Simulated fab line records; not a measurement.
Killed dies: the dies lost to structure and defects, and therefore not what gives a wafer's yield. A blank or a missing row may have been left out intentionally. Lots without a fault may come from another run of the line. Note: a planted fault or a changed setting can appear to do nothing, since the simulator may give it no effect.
A struck lot beside a sound one :: flow nand harc :: 13 out of 1302 route steps
Sound: wafers L879.2, L879.5, L879.6. Struck: wafers L870.1, L870.4, L870.6. Last of all comes the cause.
Each step with rows lists, per side, the tool, then ch with its chambers, then its first start. Under that, the readings that differ: sound wafers :: struck wafers :: difference of the means :: sigmas: that difference in standard deviations of wafers without a fault.
alike: a reading whose means differ by less than 2 such deviations, as well as words and numbers matching on both sides. not compared: withheld readings; readings where some wafer has no value; bounds like >300 that might hide an equal value; numbers whose values overlap and for which the record gives no deviation.
A row with sigmas, a row that says differs or no value, or rows on one side alone: a step with any of these is where the two part. Numbers that have no deviation but don't overlap get no sigmas and don't part them. Lack of a reading on every wafer of one side parts them only where that side has two or more wafers.

NHARC_A_STAIRCASE_STRIP_274: strips in O2.
  sound: rie diel-08 ch 0,1,3; struck: rie diel-08 ch 1,2,3
  alike: drypump motor current A, oes product au, rf vpp V, showerhead plenum p Torr, throttle valve pct
  not compared: rf hours counter h
then, 3 steps without rows for these wafers: NHARC_A_STAIRCASE_STRIP_275 (strips in SPM, time 900 s); NHARC_A_STAIRCASE_PRECLEAN_276 (cleans in SC1); NHARC_A_STAIRCASE_SRD_277.
NHARC_A_STAIRCASE_HM_DEP_459: deposits aC, target thk 1500 nm.
  sound on acl dep-02 ch 0, day 23 13:20; struck on acl dep-03 ch 0, day 19 11:37
  alike: throttle valve pct
NHARC_A_STAIRCASE_DEP_280: deposits SiON, target thk 30 nm.
  sound on pecvd-02 ch 0,1,2, day 23 14:56; struck on pecvd-03 ch 1,2, day 19 13:32
  alike: heater power w
then, 5 steps without rows for these wafers: NHARC_A_STAIRCASE_DEHYDRATE_281 (time 120 s); NHARC_A_STAIRCASE_HMDS_282 (time 30 s); NHARC_A_STAIRCASE_COAT_283; NHARC_A_STAIRCASE_SOFTBAKE_284 (time 170 s); NHARC_A_STAIRCASE_EBR_285.
NHARC_A_STAIRCASE_EXPOSE_286: exposes mask CHOP 100.
  sound on krf scanner-04 ch 0, day 23 15:31; struck on krf scanner-01, day 19 14:05
  no value came back on the struck wafers for exposure dose mJ cm2, focus offset nm (nm), reticle temp C (C); on the sound wafers exposure dose mJ cm2 reads 24.990 24.990 24.989
  alike: mask
then, 1 step without rows for these wafers: NHARC_A_STAIRCASE_PEB_287 (peb time 130 s).

WHERE THEY PART
At NHARC_A_STAIRCASE_EXPOSE_286 and nowhere else, as far as this record goes.

WHY: whatever the simulator had introduced
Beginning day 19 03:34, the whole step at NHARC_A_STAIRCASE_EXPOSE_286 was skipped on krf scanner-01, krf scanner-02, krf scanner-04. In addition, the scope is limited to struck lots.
